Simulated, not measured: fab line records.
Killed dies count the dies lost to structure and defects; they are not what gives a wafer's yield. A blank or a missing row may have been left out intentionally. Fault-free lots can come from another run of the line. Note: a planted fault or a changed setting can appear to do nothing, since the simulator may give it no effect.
fab line records    flow n5Finfet
record: lots: 6  wafers: 18  lastDay: 16
route steps=1938 shown MIM_TOP_LITHO@1839 MIM_TOP_ETCH@1851 PASSIVATION@1936
lots with no fault: from the same line, run without faults
startH: the number of hours between the record's first day and the start of the first shown wafer of the lot    waitH: how many hours have passed since the lot's step before this one    " unchanged from the row above    L1.1+2: a row that stands for several wafers    - no value present, or no start provided    * or withheld: withheld    < > ~ a bound
route shown NAME@n: NAME is a module with steps in the file, n the number in the route of the first one    usual: average and standard deviation across the fault-free wafers    same: alike in all rows    chamber/n: place in a boat    sites: the reading at each site    _std_site: the standard deviation of these    _edge_site: mean of outer sites minus mean of inner sites    radiusMm: for every site, how far away it sits from the centre of the wafer    mask NAME#n: copy n    behind: the most recent tool/chamber to have shaped the wafer    hold: why the lot was held/for how many hours/how that ended    device: the transistor (n, p or np) that didn't switch    end of line: the same wafers' tests at the end of the route    for a step that has no rows: nothing shown but its recipe    killed: count of dies lost to structure and defects at first sort (not the wafer's yield)    map: the dies of a wafer, with x for killed, . for not killed, _ for no die there
set.NAME: the setting as run; set.NAME@STEP: as run at that earlier step    model.NAME: the simulator's own value behind a step, which no gauge read
a table for each step, a row for each wafer; lots at some steps of the route
services: a tool's chamber out of use, with start hour (startH, from the record's first day; less than 0 if before it), hours out, and reason
== steps ==
step: N5_MIM_TOP_LITHO_HMDS_01
recipe: timeS: 60  tempC: 120
step: N5_MIM_TOP_LITHO_COAT_02
recipe: spinRpm: *  resistThkNm: *
step: N5_MIM_TOP_LITHO_EBR_04
recipe: solvent: PGMEA  ebrWidthMm: 1.5
step: N5_MIM_TOP_LITHO_SOFTBAKE_03
recipe: tempC: 100  timeS: 90
step: N5_MIM_TOP_LITHO_EXPOSE_05
recipe: maskId: MIM_TOP  na: 0.55  sourceShape: conventional  sigmaOuter: 0.8  polarization: unpolarized  targetCdNm: 2000  doseMj: 20.5
step: N5_MIM_TOP_LITHO_PEB_06
recipe: pebTempC: withheld  pebTimeS: *
step: N5_MIM_TOP_LITHO_DEVELOP_07
recipe: developTimeS: 60  rinseLiquid: diw  dry: airSpin  devTempC: 21
step: N5_MIM_TOP_LITHO_HARDBAKE_09
recipe: tempC: 130  timeS: 120
step: N5_MIM_TOP_LITHO_CD_MEAS_08
recipe: targetCdNm: 2000  landingEnergyEv: 500  detector: seInlens
usual: cdNm: 2001.0/1.4
lot.wafer  tool      chamber  startH  waitH  cdNm
L132.2     cdSem-02  0        290.61  -      1998.6
L132.3     "         0        "       "      1997.7
L132.5     "         0        "       "      1997.8
L133.2     cdSem-02  0        292.96  -      1999.1
L133.4     "         0        "       "      2001.7
L133.5     "         0        "       "      2002.0
L136.3     cdSem-02  0        303.58  -      1999.8
L136.5     "         0        "       "      1999.7
L136.6     "         0        "       "      2000.8
L135.2     cdSem-02  0        303.78  -      2003.9
L135.3     "         0        "       "      2002.9
L135.5     "         0        "       "      2004.0
L148.2     cdSem-02  0        372.50  -      2000.4
L148.5     "         0        "       "      1998.8
L148.6     "         0        "       "      1998.9
L147.1     cdSem-02  0        380.30  -      1999.2
L147.5     "         0        "       "      2000.4
L147.6     "         0        "       "      2000.9
step: N5_MIM_TOP_LITHO_OVL_MEAS_11
recipe: pointsPerWafer: 44
usual: MIM_TOP_OVL: 0/6.1
same: pointsPerWafer: 44
lot.wafer  tool        chamber  startH  waitH  MIM_TOP_OVL[nm]
L132.2     overlay-01  0        290.64  0.0    6
L132.3     "           0        "       "      5
L132.5     "           0        "       "      4
L133.2     overlay-02  0        292.99  0.0    3
L133.4     "           0        "       "      1
L133.5     "           0        "       "      12
L136.3     overlay-02  0        303.61  0.0    -4
L136.5     "           0        "       "      -2
L136.6     "           0        "       "      -4
L135.2     overlay-01  0        303.80  0.0    -3
L135.3     "           0        "       "      5
L135.5     "           0        "       "      2
L148.2     overlay-01  0        372.53  0.0    -7
L148.5     "           0        "       "      5
L148.6     "           0        "       "      -1
L147.1     overlay-01  0        380.33  0.0    2
L147.5     "           0        "       "      3
L147.6     "           0        "       "      5
step: N5_MIM_TOP_LITHO_INSPECT_12
recipe: mode: adi  inspectInstrument: macro
usual: rawDefectCount: 2.0/1.4
lot.wafer  tool              chamber  startH  waitH  rawDefectCount
L132.2     defectInspect-01  -        290.66  0.0    2
L132.3     "                 -        "       "      1
L132.5     "                 -        "       "      2
L133.2     defectInspect-02  -        293.01  0.0    1
L133.4     "                 -        "       "      2
L133.5     "                 -        "       "      5
L136.3     defectInspect-01  -        303.63  0.0    3
L136.5     "                 -        "       "      3
L136.6     "                 -        "       "      2
L135.2     defectInspect-01  -        303.83  0.0    4
L135.3     "                 -        "       "      2
L135.5     "                 -        "       "      2
L148.2     defectInspect-02  -        372.55  0.0    5
L148.5     "                 -        "       "      2
L148.6     "                 -        "       "      3
L147.1     defectInspect-02  -        380.36  0.0    4
L147.5     "                 -        "       "      1
L147.6     "                 -        "       "      1
step: N5_MIM_TOP_LITHO_DESCUM_10
recipe: chemistry: O2  timeS: 7.9  sourcePowerW: 50  biasPowerW: 20  pressureMtorr: 20  rfFrequencyHz: 2.712e+07  tempC: 40  o2FlowSccm: 225
usual: drypumpMotorCurrentA: 5.9/0.57  oesProductAu: 0.76/0.065  rfVppV: 242.8/1.4  showerheadPlenumPTorr: 2.07/0.072  throttleValvePct: 20.47/0.26
lot.wafer  tool        chamber  startH  waitH  drypumpMotorCurrentA  oesProductAu  rfHoursCounterH  rfVppV  showerheadPlenumPTorr  throttleValvePct
L132.2     rieDiel-04  1        290.71  0.0    5.9                   0.87          43               242.6   2.04                   20.37
L132.3     "           2        "       "      5.8                   0.78          112              242.8   2.02                   20.57
L132.5     "           1        "       "      5.9                   0.87          -                241.7   2.04                   20.37
L133.2     rieDiel-06  1        293.04  0.0    5.7                   0.72          181              245.1   2.18                   20.90
L133.4     "           3        "       "      4.9                   0.77          135              243.1   2.09                   20.56
L133.5     "           1        "       "      5.7                   0.72          -                244.9   2.18                   20.90
L136.3     rieDiel-04  0        303.66  0.0    6.5                   0.89          35               241.9   2.06                   20.36
L136.5     "           1        "       "      5.9                   0.86          -                241.6   2.04                   20.38
L136.6     "           2        "       "      5.9                   0.78          -                242.4   2.02                   20.56
L135.2     rieDiel-04  0        303.86  0.0    6.5                   0.88          35               242.4   2.06                   20.36
L135.3     "           1        "       "      5.9                   0.86          48               240.9   2.04                   20.39
L135.5     "           3        "       "      6.0                   0.79          -                245.7   2.20                   20.39
L148.2     rieDiel-04  3        372.70  0.1    6.0                   0.77          129              244.6   2.19                   20.43
L148.5     "           0        "       "      6.5                   0.86          -                243.4   2.05                   20.41
L148.6     "           1        "       "      5.9                   0.84          -                242.3   2.03                   20.43
L147.1     rieDiel-06  3        380.39  0.0    4.9                   0.74          166              243.2   2.08                   20.61
L147.5     "           2        "       "      5.9                   0.67          -                241.5   1.98                   20.36
L147.6     "           1        "       "      5.7                   0.70          -                243.3   2.17                   20.95
step: N5_MIM_TOP_ETCH_ETCH_00
recipe: chemistry: Cl2/BCl3  target: TiN  targetDepthA: 385  ionEnergyEv: 150  pressureMtorr: 10  icpW: 1000  biasW: 126  Cl2_flow_sccm: 53.25  bcl3FlowSccm: 21.75  Ar_flow_sccm: 25
usual: biasW: 126.0/0.33  drypumpMotorCurrentA: 5.9/0.4  oesProductAu: 0.78/0.07  throttleValvePct: 22.74/0.12
lot.wafer  tool         chamber  startH  waitH  biasW  drypumpMotorCurrentA  oesProductAu  rfHoursCounterH  throttleValvePct  model.etch.depthNm  model.MIM_TOP_ETCH.featureDepthNm
L132.2     rieMetal-01  0        290.80  0.1    125.7  6.3                   0.71          73               22.59             38.6                38.6
L132.3     "            1        "       "      125.9  5.4                   0.92          -                22.65             38.43               38.4
L132.5     "            1        "       "      126.1  5.4                   0.92          -                22.64             38.27               38.2
L133.2     rieMetal-02  1        293.13  0.1    126.1  6.0                   0.78          38               22.67             39.18               39.2
L133.4     "            1        "       "      125.5  6.0                   0.78          -                22.65             39.44               39.4
L133.5     "            1        "       "      126.1  6.0                   0.78          -                22.65             39.31               39.4
L136.3     rieMetal-01  0        303.80  0.1    145.6  6.2                   0.72          -                22.58             40.47               40.4
L136.5     "            1        "       "      146.0  5.4                   0.95          -                22.65             40.91               41
L136.6     "            0        "       "      145.4  6.2                   0.73          -                22.58             40.68               40.6
L135.2     rieMetal-01  0        303.95  0.1    145.9  6.2                   0.72          74               22.57             40.34               40.4
L135.3     "            1        "       "      145.5  5.3                   0.94          -                22.65             40.29               40.2
L135.5     "            0        "       "      145.8  6.2                   0.73          -                22.58             40.85               40.8
L148.2     rieMetal-03  0        372.78  0.1    126.3  5.1                   0.81          26               22.85             38.19               38.2
L148.5     "            1        "       "      126.1  6.0                   0.68          -                22.71             38.05               38
L148.6     "            0        "       "      126.5  5.1                   0.81          -                22.85             38.2                38.2
L147.1     rieMetal-02  0        380.48  0.1    126.2  6.2                   0.77          44               22.92             39.25               39.2
L147.5     "            1        "       "      125.9  6.0                   0.76          -                22.66             39.81               39.8
L147.6     "            0        "       "      126.3  6.2                   0.78          -                22.93             39.34               39.4
step: N5_MIM_TOP_ETCH_STRIP_01
recipe: chemistry: O2  powerW: 600  tempC: 60  pressureMtorr: 30  rfFrequencyHz: 6e+07  biasPowerW: 0  overashFraction: 0.5  o2FlowSccm: 225
usual: drypumpMotorCurrentA: 5.7/0.63  oesProductAu: 0.79/0.089  rfVppV: 3.7/1.3  showerheadPlenumPTorr: 2.09/0.088  throttleValvePct: 16.63/0.22
lot.wafer  tool        chamber  startH  waitH  drypumpMotorCurrentA  oesProductAu  rfHoursCounterH  rfVppV  showerheadPlenumPTorr  throttleValvePct
L132.2     rieDiel-03  2        291.01  0.2    5.1                   0.72          183              2.0     2.18                   16.65
L132.3     "           0        "       "      5.4                   0.98          3                3.3     2.16                   16.30
L132.5     "           0        "       "      5.4                   1.00          -                4.6     2.16                   16.26
L133.2     rieDiel-01  1        293.48  0.3    5.8                   0.87          71               3.8     2.21                   16.51
L133.4     "           3        "       "      4.9                   0.88          33               1.7     2.13                   16.35
L133.5     "           2        "       "      6.4                   0.74          -                2.7     2.15                   16.96
L136.3     rieDiel-01  3        303.90  0.1    4.8                   0.89          37               4.8     2.13                   16.29
L136.5     "           2        "       "      6.3                   0.71          -                2.8     2.15                   17.00
L136.6     "           1        "       "      5.8                   0.85          -                2.4     2.21                   16.51
L135.2     rieDiel-05  2        304.09  0.1    6.2                   0.67          213              2.2     2.00                   16.93
L135.3     "           0        "       "      4.7                   0.83          77               3.8     2.03                   16.51
L135.5     "           1        "       "      6.0                   0.91          -                2.2     2.05                   16.57
L148.2     rieDiel-05  3        372.92  0.1    6.8                   0.73          205              2.2     1.99                   16.77
L148.5     "           2        "       "      6.2                   0.66          -                4.1     1.99                   16.96
L148.6     "           1        "       "      6.0                   0.88          -                2.9     2.05                   16.62
L147.1     rieDiel-05  2        380.62  0.1    6.3                   0.68          236              4.2     1.99                   16.98
L147.5     "           2        "       "      6.2                   0.68          -                4.1     1.99                   16.99
L147.6     "           3        "       "      6.7                   0.71          -                2.0     1.99                   16.82
step: N5_PASSIVATION_PROBE_49
usual: defectLimitedYield: 91.1/1.3  killed_at_M0_to_M3: 36/10  killed_at_M4_up: 14/4.4  killedAtContacts: 14/5.7  killedAtFrontEnd: 39/9.4  killedAtOther: 2.9/2.6  killedDies: 105/15  killedOpen: 70/12  killedShort: 34/7.1  sort_bin_5_function: 5.3/0.77  sort_bin_6_memory: 3.3/0.66  sortNPass: 1075/15  sortYieldPct: 91.1/1.3
same: grossDies: 1180  killedAtBackSide: 0  sort_bin_4_leakage[%]: 0  sort_bin_8_speed[%]: 0
lot.wafer  tool       chamber  startH  waitH  defectLimitedYield[%]  killed_at_M0_to_M3  killed_at_M4_up  killedAtContacts  killedAtFrontEnd  killedAtOther  killedDies  killedOpen  killedShort  sort_bin_5_function[%]  sort_bin_6_memory[%]  sortNPass  sortYieldPct[%]
L135.2     prober-02  -        316.93  0.1    91.3                   38                  11               14                33                7              103         65          35           5.4                     3.1                   1077       91.3
L135.3     prober-02  -        316.98  0.1    92.9                   18                  11               13                33                9              84          55          28           4.2                     2.5                   1096       92.9
L135.5     prober-02  -        317.08  0.2    93.7                   31                  4                6                 24                9              74          46          26           3.6                     2.1                   1106       93.7
killed by level:class
L135.2 MOL_CONTACT_COAG:geometricParticle:open=12 BEOL_M0_SAQP:geometricParticle:short=8 BEOL_M4:geometricParticle:open=7 STI_FIN_REVEAL:geometricParticle:open=7 BEOL_M0_SAQP:geometricParticle:open=7 BEOL_M1:geometricParticle:open=7 FIN_SAQP:geometricParticle:short=5 GATE_CUT:geometricParticle:open=5
L135.3 MOL_CONTACT_COAG:geometricParticle:open=9 BEOL_M2:geometricParticle:open=9 STI_FIN_REVEAL:geometricParticle:open=7 FIN_SAQP:geometricParticle:short=6 ILD0:geometricParticle:short=5 BEOL_M4:geometricParticle:open=5 FIN_SAQP:geometricParticle:open=4 MOL_CONTACT_COAG:geometricParticle:short=4
L135.5 STI_FIN_REVEAL:geometricParticle:open=7 MOL_CONTACT_COAG:geometricParticle:open=6 BEOL_M0_SAQP:geometricParticle:open=6 BEOL_M3:geometricParticle:open=6 FIN_SAQP:geometricParticle:short=5 BEOL_M0_SAQP:geometricParticle:short=4 BEOL_M0:geometricParticle:open=4 PAD_METAL:geometricParticle:short=4
== services ==
tool         chamber  startH  hours  kind
rieDiel-01   2        276.08  10.4   repair
rieMetal-01  -        279.59  0.7    repair
rieDiel-03   1        291.76  7.9    repair
rieDiel-04   1        342.58  5.9    repair
rieDiel-04   3        353.66  5.1    repair
rieDiel-06   -        360.52  0.5    repair
rieDiel-03   2        364.20  1.3    repair
rieDiel-03   0        374.44  14.3   repair
rieDiel-04   0        379.45  4.8    repair
== key ==
firstSign: step: N5_MIM_TOP_ETCH_ETCH_00  reading: biasW  direction: up  sigmas: 60  usual: *  struck: *
effect none on later readings
modelEffect: step: N5_MIM_TOP_ETCH_ETCH_00  value: etch.depthNm  without: 38.45  struck: 40.59
metAt N5_MIM_TOP_ETCH_ETCH_00
struckWafers L135.2,L135.3,L135.5,L136.3,L136.5,L136.6
fault: kind: processParameterDrift  tool: rieMetal-01  chamber: -  onsetH: 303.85  steps: N5_MIM_TOP_ETCH_ETCH_00  channel: biasW  offset: *  shape: step  endH: 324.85  actsIn: *  stated: *
